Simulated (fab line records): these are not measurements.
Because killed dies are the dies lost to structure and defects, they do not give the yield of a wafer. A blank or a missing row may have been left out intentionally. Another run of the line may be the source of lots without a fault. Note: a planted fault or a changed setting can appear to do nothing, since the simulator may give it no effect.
Which tool is to blame?    flow nand-harc    33 wafers from 11 lots sampled at 7 of the route's 1159 steps

== WHAT THE GAUGES READ, wafer by wafer ==
NHARC_P_GATE_INSPECT_28. Usual: raw-defect-count 6, standard deviation 3.3.
lot   measured      on                 raw-defect-count  flag
L540  day 4 15:51   defect-inspect-02  1 3 8             
L542  day 5 03:56   defect-inspect-02  7 5 7             
L541  day 5 04:07   defect-inspect-02  7 3 2             
L544  day 5 14:49   defect-inspect-01  6 8 4             
L550  day 7 13:58   defect-inspect-02  5 6 5             
L554  day 7 23:01   defect-inspect-01  7 7 9             
L557  day 8 23:37   defect-inspect-01  4 4 6             
L560  day 9 11:11   defect-inspect-02  7 4 1             
L559  day 9 11:15   defect-inspect-02  2 5 10            
L562  day 10 09:04  defect-inspect-02  13 6 8            
L563  day 10 14:39  defect-inspect-01  8 7 8             

NHARC_P_CONTACT_CD_MEAS_12: target cd 90 nm. Usual: cd-nm 89.9 nm, standard deviation 0.57.
lot   measured      on         cd-nm (nm)      flag
L540  day 5 14:16   cd-sem-01  90.1 89.3 89.7  
L542  day 6 02:57   cd-sem-02  90.9 90.8 89.7  
L541  day 6 00:45   cd-sem-03  90.7 90.4 90.9  
L544  day 6 10:40   cd-sem-03  89.5 89.7 89.8  
L550  day 8 10:11   cd-sem-01  83.8 83.4 83.1  OFF
L554  day 8 19:10   cd-sem-01  83.5 83.0 82.6  OFF
L557  day 9 20:46   cd-sem-01  90.0 89.6 90.7  
L560  day 10 07:23  cd-sem-01  90.5 90.4 89.6  
L559  day 10 07:47  cd-sem-01  90.5 89.9 90.5  
L562  day 11 05:12  cd-sem-01  89.5 90.3 89.3  
L563  day 11 11:05  cd-sem-02  89.4 89.6 90.4  

NHARC_P_CONTACT_CD_MEAS_19. Usual: cd-nm 89.9 nm, standard deviation 1.5.
lot   measured      on         cd-nm (nm)      flag
L540  day 5 15:19   cd-sem-02  92.6 88.2 86.9  
L542  day 6 04:07   cd-sem-02  90.4 91.8 89.7  
L541  day 6 02:03   cd-sem-01  92.2 91.8 92.9  
L544  day 6 11:43   cd-sem-02  88.7 89.7 88.7  
L550  day 8 11:14   cd-sem-01  82.1 84.0 81.7  OFF
L554  day 8 20:14   cd-sem-02  81.6 82.5 81.2  OFF
L557  day 9 21:49   cd-sem-01  90.2 89.6 89.9  
L560  day 10 08:31  cd-sem-03  91.5 91.0 89.7  
L559  day 10 08:53  cd-sem-01  89.1 88.1 88.1  
L562  day 11 06:15  cd-sem-03  89.6 90.7 88.2  
L563  day 11 12:22  cd-sem-02  90.0 89.7 90.5  

NHARC_END_SORT_01. Usual: killed-at-array 21, standard deviation 8.9; killed-at-other 0.8, standard deviation 1.3; killed-at-periphery 3.6, standard deviation 2.4; killed-dies 26, standard deviation 8.9; killed-open 3.1, standard deviation 1.8; killed-short 1.9, standard deviation 1.3.
lot   measured      on         killed-at-array  killed-at-other  killed-at-periphery  killed-dies  killed-open  killed-short  flag
L550  day 22 13:22  prober-02  29               2                4                    35           2            3             
L554  day 22 15:44  prober-01  8                7                7                    22           2            0             OFF

== WHICH TOOL RAN EACH LOT (tool, then ch and the chambers of the sampled wafers, then the start) ==
lot   NHARC_P_CONTACT_PEB_10             NHARC_P_CONTACT_DESCUM_17           NHARC_P_CONTACT_ETCH_36
L540  litho-track-06 ch 0, day 5 14:11   rie-diel-04 ch 0,1,2, day 5 14:27   rie-diel-04 ch 0,2, day 5 15:19 or earlier
L542  litho-track-01 ch 0, day 6 02:52   rie-diel-08 ch 0,1,2, day 6 03:09   rie-diel-08 ch 1,3, day 6 04:07 or earlier
L541  litho-track-01 ch 0, day 6 00:40   rie-diel-13 ch 0,1, day 6 00:56     rie-diel-13 ch 0,1, day 6 02:03 or earlier
L544  litho-track-04 ch 0, day 6 10:35   rie-diel-04 ch 0,3, day 6 10:51     rie-diel-04 ch 0,2,3, day 6 11:43 or earlier
L550  litho-track-01 ch 0, day 8 10:06   rie-diel-04 ch 0,2, day 8 10:22     rie-diel-04 ch 0,1,2, day 8 11:14 or earlier
L554  litho-track-01 ch 0, day 8 19:05   rie-diel-08 ch 0,1,3, day 8 19:23   rie-diel-08 ch 0,2,3, day 8 20:14 or earlier
L557  litho-track-06 ch 0, day 9 20:41   rie-diel-08 ch 1,2, day 9 20:56     rie-diel-08 ch 1,2,3, day 9 21:49 or earlier
L560  litho-track-04 ch 0, day 10 07:17  rie-diel-08 ch 0,1,3, day 10 07:34  rie-diel-08 ch 0,3, day 10 08:31 or earlier
L559  litho-track-06 ch 0, day 10 07:43  rie-diel-13 ch 0,1, day 10 07:59    rie-diel-13 ch 2,3, day 10 08:53 or earlier
L562  litho-track-04 ch 0, day 11 05:07  rie-diel-04 ch 0,3, day 11 05:23    rie-diel-04 ch 1,2, day 11 06:15 or earlier
L563  litho-track-01 ch 0, day 11 11:01  rie-diel-04 ch 0,1, day 11 11:17    rie-diel-04 ch 1,2, day 11 12:22 or earlier
- NHARC_P_CONTACT_PEB_10: peb time 65 s.
- NHARC_P_CONTACT_DESCUM_17: chemistry O2, time 3 s.
- NHARC_P_CONTACT_ETCH_36: etches the open film in N2/H2, target depth 260 nm, time 406.25 s.

== AS READ BY THE TOOLS THEMSELVES (means over the sampled wafers that have a number; for cases with no such wafer, the mark the record gives instead) ==
NHARC_P_CONTACT_PEB_10. Usual: heater-power-total-W 156.6 W, standard deviation 0.41.
lot   tool            heater-power-total-W (W)  flag
L540  litho-track-06  156.5                     
L542  litho-track-01  156.8                     
L541  litho-track-01  156.7                     
L544  litho-track-04  156.6                     
L550  litho-track-01  173.6                     OFF
L554  litho-track-01  173.2                     OFF
L557  litho-track-06  156.7                     
L560  litho-track-04  156.8                     
L559  litho-track-06  156.5                     
L562  litho-track-04  156.4                     
L563  litho-track-01  156.7                     

NHARC_P_CONTACT_DESCUM_17. Usual: drypump-motor-current-A 5.8 A, standard deviation 0.46; mfc-ar-sccm 0.010 sccm, standard deviation 0.013; oes-product-au 1.000 a.u., standard deviation 0.0087; rf-vpp-V 57.6 V, standard deviation 0.85; showerhead-plenum-p-Torr 1.88 Torr, standard deviation 0.084; throttle-valve-pct 11.312 %, standard deviation 0.0091.
lot   tool         drypump-motor-current-A (A)  mfc-ar-sccm (sccm)  oes-product-au (a.u.)  rf-vpp-V (V)  showerhead-plenum-p-Torr (Torr)  throttle-valve-pct (%)  flag
L540  rie-diel-04  5.6                          0.026               1.000                  57.7          1.90                             11.312                  
L542  rie-diel-08  6.2                          0.003               0.999                  57.4          1.93                             11.315                  
L541  rie-diel-13  5.4                          0.005               1.001                  57.4          1.98                             11.307                  
L544  rie-diel-04  6.2                          0.004               1.001                  57.0          1.87                             11.314                  
L550  rie-diel-04  5.8                          0.023               1.001                  57.9          1.87                             11.310                  
L554  rie-diel-08  6.2                          0.003               1.002                  57.3          1.89                             11.316                  
L557  rie-diel-08  6.3                          0.001               0.988                  58.1          1.91                             11.317                  
L560  rie-diel-08  6.2                          0.003               1.006                  56.7          1.88                             11.311                  
L559  rie-diel-13  5.3                          0.005               1.009                  57.4          1.97                             11.317                  
L562  rie-diel-04  6.0                          0.008               0.991                  57.8          1.95                             11.307                  
L563  rie-diel-04  5.4                          0.029               0.996                  57.2          1.92                             11.311                  

NHARC_P_CONTACT_ETCH_36. Usual: drypump-motor-current-A 5.8 A, standard deviation 0.46; mfc-ar-sccm 0.010 sccm, standard deviation 0.013; oes-product-au 0.998 a.u., standard deviation 0.0085; rf-vpp-V 429.7 V, standard deviation 2.6; showerhead-plenum-p-Torr 2.01 Torr, standard deviation 0.091; throttle-valve-pct 14.171 %, standard deviation 0.0085.
lot   tool         drypump-motor-current-A (A)  mfc-ar-sccm (sccm)  oes-product-au (a.u.)  rf-vpp-V (V)  showerhead-plenum-p-Torr (Torr)  throttle-valve-pct (%)  flag
L540  rie-diel-04  5.8                          0.023               0.998                  430.0         2.00                             14.167                  
L542  rie-diel-08  6.5                          0.003               0.999                  430.3         1.97                             14.172                  
L541  rie-diel-13  5.3                          0.002               1.007                  431.9         2.10                             14.169                  
L544  rie-diel-04  6.0                          0.013               0.998                  428.7         2.00                             14.164                  
L550  rie-diel-04  5.6                          0.026               0.998                  429.2         2.02                             14.169                  
L554  rie-diel-08  5.9                          0.002               1.007                  430.5         2.04                             14.169                  
L557  rie-diel-08  6.2                          0.001               0.989                  429.6         2.00                             14.168                  
L560  rie-diel-08  5.9                          0.002               1.002                  429.9         2.00                             14.171                  
L559  rie-diel-13  5.6                          0.000               0.999                  426.0         1.90                             14.172                  
L562  rie-diel-04  5.5                          0.031               0.998                  426.7         1.93                             14.166                  
L563  rie-diel-04  5.3                          0.034               0.995                  428.6         1.96                             14.167                  

== THE ANSWER, worked out from the rows above alone ==
Rule: a lot is off if the mean of its wafers that have a number lies more than 3 standard deviations from the usual mean. Also off: a lot with no number at a reading for which 4 or more lots have one. Any other lot the step has rows for is counted as sound. First the gauges in route order, then the tools' own readings, where a lot's mean is used as printed above. The first step at which some lot is off is used, and at that step the reading that is off furthest; a lot without a number counts as furthest.
Off: L550, L554, at NHARC_P_CONTACT_CD_MEAS_12 (cd-nm).
If a tool, at a process step before that reading, ran all the lots that are off and no sound lot after the first of them, it fits. The gauges at NHARC_P_CONTACT_CD_MEAS_12 aren't tried: what is off there is off at NHARC_P_CONTACT_PEB_10 too, on other tools, and a gauge's error can't cause that. Not one of the candidates tried fits.

== WHAT THE SIMULATOR PUT IN ==
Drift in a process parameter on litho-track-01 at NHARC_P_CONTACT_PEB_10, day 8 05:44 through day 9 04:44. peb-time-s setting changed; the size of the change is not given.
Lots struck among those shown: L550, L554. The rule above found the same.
